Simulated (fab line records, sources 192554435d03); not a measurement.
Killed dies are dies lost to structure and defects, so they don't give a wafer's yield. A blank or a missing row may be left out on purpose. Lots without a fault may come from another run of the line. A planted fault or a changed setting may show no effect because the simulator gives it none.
A struck lot beside a sound one | flow n5_finfet | 36 steps out of a route of 1938
Sound: wafers L259.2, L259.3, L259.6. Struck: wafer L269.1. (L269.4 of the same lot was not struck and is left out.) The cause comes at the end.
At each step with rows: each side's tool, then ch and its chambers, then its first start. Under that, the readings that differ: sound wafers | struck wafers | difference of the means | sigmas: that difference in standard deviations of wafers without a fault.
alike: readings whose means differ by less than 2 such deviations, and words and numbers that are the same on both sides. not compared: withheld readings, readings that some wafer has no value for, bounds like >300 that may hide the same value, and numbers for which the record gives no deviation and whose values overlap.
The two part at a step that has a row with sigmas, a row that says differs or no value, or rows on one side only. Numbers that don't overlap but have no deviation are shown without sigmas and don't part them. A reading that every wafer of one side lacks parts them only if that side has two wafers or more.

first, 8 steps without rows for these wafers: N5_BEOL_M1_ECD_50 (material Cu, target thk 300 nm); N5_BEOL_M1_ANNEAL_51 (time 90 s); N5_BEOL_M1_CMP_52 (polishes, stops on SiOC, t overpolish 6.8 s, target thk 40 nm); N5_BEOL_M1_PRE_CLEAN_60 (time 15 s); N5_BEOL_M1_CO_CAP_55 (material Co, precursor CCTBA/H2, target thk 2 nm, time 102.1 s); N5_BEOL_M1_PRE_CLEAN_56 (time 15 s); N5_BEOL_M1_DEP_57 (deposits SiCN from 3MS/NH3, target thk 8 nm, time 14 s); N5_BEOL_M2_ILD_DEP_00 (deposits SiOC from DEMS/O2, target thk 79 nm, time 15.3 s).
N5_BEOL_M2_PECVD_72: deposits SiO2 from TEOS/O2, target thk 16 nm, time 18 s.
  sound on pecvd-01 ch 0,1,2, day 7 09:20; struck on pecvd-01 ch 0, day 9 22:55
  reading                                    | sound        | struck | difference | sigmas
  model.SiO2_of_BEOL_M2_PECVD_72.thk_nm (nm) | 15.6 15.6 16 | 16.6   | +0.9       |
  alike: heater_power_w, showerhead_plenum_p_Torr, throttle_valve_pct
then, 25 steps without rows for these wafers: N5_BEOL_M2_HM_DEP_02 (deposits TiN, target thk 20 nm); N5_BEOL_M2_COAT_61 (time 60 s, resist thk 60 nm); N5_BEOL_M2_COAT_62 (time 60 s, resist thk 12 nm); N5_BEOL_M2_COAT_73 (time 60 s, resist thk 5 nm); N5_BEOL_M2_COAT_05 (resist thk 30 nm); N5_BEOL_M2_EBR_07; N5_BEOL_M2_SOFTBAKE_06 (time 60 s); N5_BEOL_M2_EXPOSE_08 (exposes mask M2); N5_BEOL_M2_PEB_09 (peb time 60 s); N5_BEOL_M2_DEVELOP_10 (develop time 30 s); N5_BEOL_M2_DESCUM_16 (chemistry O2, time 7 s); N5_BEOL_M2_ETCH_74 (etches underlayer in N2/H2, target depth 6.5 nm, time 5.2 s); N5_BEOL_M2_ETCH_63 (etches SiARC in CF4, target depth 15.6 nm, time 26 s); N5_BEOL_M2_ETCH_64 (etches SOC in N2/H2, target depth 75 nm, overetch 22.5 nm, time 121.9 s); N5_BEOL_M2_STRIP_65 (strips in N2/H2); N5_BEOL_M2_STRIP_75 (strips in N2/H2); N5_BEOL_M2_STRIP_66 (strips in CF4); N5_BEOL_M2_HM_OPEN_17 (chemistry Cl2/BCl3, target TiN, target depth 20 nm, overetch 6 nm); N5_BEOL_M2_STRIP_19 (strips in O2); N5_BEOL_M2_COAT_67 (time 60 s, resist thk 60 nm); N5_BEOL_M2_COAT_68 (time 60 s, resist thk 12 nm); N5_BEOL_M2_COAT_76 (time 60 s, resist thk 5 nm); N5_BEOL_M2_COAT_22 (resist thk 30 nm); N5_BEOL_M2_EBR_24; N5_BEOL_M2_SOFTBAKE_23 (time 60 s).
N5_BEOL_M2_HM_STRIP_39: strips TiN in peroxide tin strip, target depth 25 nm, time 158 s.
  sound on wet_bench-05 ch 3,4,6, day 7 15:37; struck on wet_bench-06 ch 4, day 10 08:07
  reading                                    | sound        | struck | difference | sigmas
  model.SiO2_of_BEOL_M2_PECVD_72.thk_nm (nm) | 15.4 15.6 16 | 16.6   | +0.9       |
N5_BEOL_M4_RC_MEAS_101:
  sound on prober-02 ch 0, day 8 21:13; struck on prober-01 ch 0, day 11 09:48
  reading   | sound                | struck | difference | sigmas
  VT_P (mV) | -253.8 -252.4 -256.4 | -246.8 | +7.4       | +3
  alike: DIBL_N, DIBL_P, IOFF_N, IOFF_P, ION_N, ION_P, SS_N, SS_P, VT_N

WHERE THEY PART
Only at N5_BEOL_M4_RC_MEAS_101, within this record.

WHY: what the simulator had put in
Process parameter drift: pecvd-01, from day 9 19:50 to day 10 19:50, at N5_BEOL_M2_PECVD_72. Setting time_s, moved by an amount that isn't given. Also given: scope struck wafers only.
